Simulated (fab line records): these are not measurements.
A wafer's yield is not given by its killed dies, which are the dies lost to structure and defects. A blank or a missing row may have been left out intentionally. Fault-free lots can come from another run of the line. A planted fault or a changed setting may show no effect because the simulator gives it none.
A struck lot beside a sound one ; flow nand harc ; 12 steps out of a route of 1302
Sound: these wafers, L359.1, L359.4, L359.5. Struck: wafer L352.1 (left out: L352.2, L352.6 of the same lot, which were not struck); the cause appears at the end.
At each step with rows: each side's tool, then ch and its chambers, then its first start. Under that, the readings that differ: sound wafers ; struck wafers ; difference of the means ; sigmas: that difference in standard deviations of wafers without a fault.
alike: readings with means less than 2 such deviations apart, plus words and numbers identical on both sides. not compared: withheld readings, readings lacking a value on some wafer, bounds such as >300 that could conceal the same value, and numbers that have no deviation in the record and whose values overlap.
The two part at a step that has a row with sigmas, a row that says differs or no value, or rows on one side only. Numbers that have no deviation but don't overlap get no sigmas and don't part them. A reading missing from all wafers of one side parts the sides only when that side holds two or more wafers.

NHARC_A_WL_FILL_ALD_02: deposits TiN, target thk 2 nm, pulse time 3 s, ald cycles 100.
  sound on ald metal-04 ch 2,3, day 27 21:56; struck on ald metal-04 ch 1, day 25 03:03
  alike: heater power w, precursor pulse height rel
NHARC_A_WL_FILL_CVD_03: deposits W, target thk 40 nm, time 279 s.
  sound on cvd w-02 ch 0,1, day 27 22:25; struck on cvd w-01 ch 1, day 25 03:27
  alike: heater power w, throttle valve pct
then, 1 step without rows for these wafers: NHARC_A_WL_FILL_ETCHBACK_04 (etches the open film in NF3, target depth 60 nm, time 120 s).
NHARC_A_WL_FILL_ETCHBACK_05: etches the open film in Cl2/BCl3, target depth 22 nm, time 60 s.
  sound on rie metal-03 ch 0,1, day 27 22:59; struck on rie metal-01 ch 1, day 25 04:04
  alike: drypump motor current A, oes product au, run length s
  not compared: rf hours counter h
NHARC_A_WL_FILL_STRIP_27: strips in N2/H2, time 20 s.
  sound on plasma asher-01 ch 0,1, day 27 23:08; struck on plasma asher-01 ch 1, day 25 04:12
  alike: drypump motor current A, heater power w
  not compared: rf hours counter h
then, 5 steps without rows for these wafers: NHARC_A_WL_FILL_STRIP_28 (strips in post etch residue remover, time 1200 s); NHARC_A_WL_FILL_PRECLEAN_06 (cleans in DIW, time 300 s); NHARC_A_WL_FILL_SRD_07; NHARC_A_WL_FILL_ANNEAL_08 (time 1800 s); NHARC_A_WL_FILL_ALD_10 (deposits SiO2, target thk 50 nm, pulse time 10 s, ald cycles 500).
NHARC_A_WL_FILL_ETCHBACK_16: etches the open film in C4F8/O2/Ar, target depth 120 nm, time 24 s.
  sound on rie diel-01 ch 0,2,3, day 28 12:22; struck on rie diel-02 ch 3, day 25 14:17
reading;sound;struck;difference;sigmas
run length s (s);46.2 44.6 46.0;26.2;-19.4;-38
  alike: oes product au, rf vpp V
  not compared: rf hours counter h
NHARC_A_WL_FILL_STRIP_29: strips in O2, time 20 s.
  sound on rie diel-01 ch 0,3, day 28 12:27; struck on rie diel-02 ch 2, day 25 14:22
  alike: drypump motor current A, oes product au, rf vpp V, showerhead plenum p Torr, throttle valve pct
  not compared: rf hours counter h

WHERE THEY PART
Within this record, at NHARC_A_WL_FILL_ETCHBACK_16 only. Later steps at which nothing parts them and some readings are alike: NHARC_A_WL_FILL_STRIP_29.

WHY: what had been put in by the simulator
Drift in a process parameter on rie diel-02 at NHARC_A_WL_FILL_ETCHBACK_16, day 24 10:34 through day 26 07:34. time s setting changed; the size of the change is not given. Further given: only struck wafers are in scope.
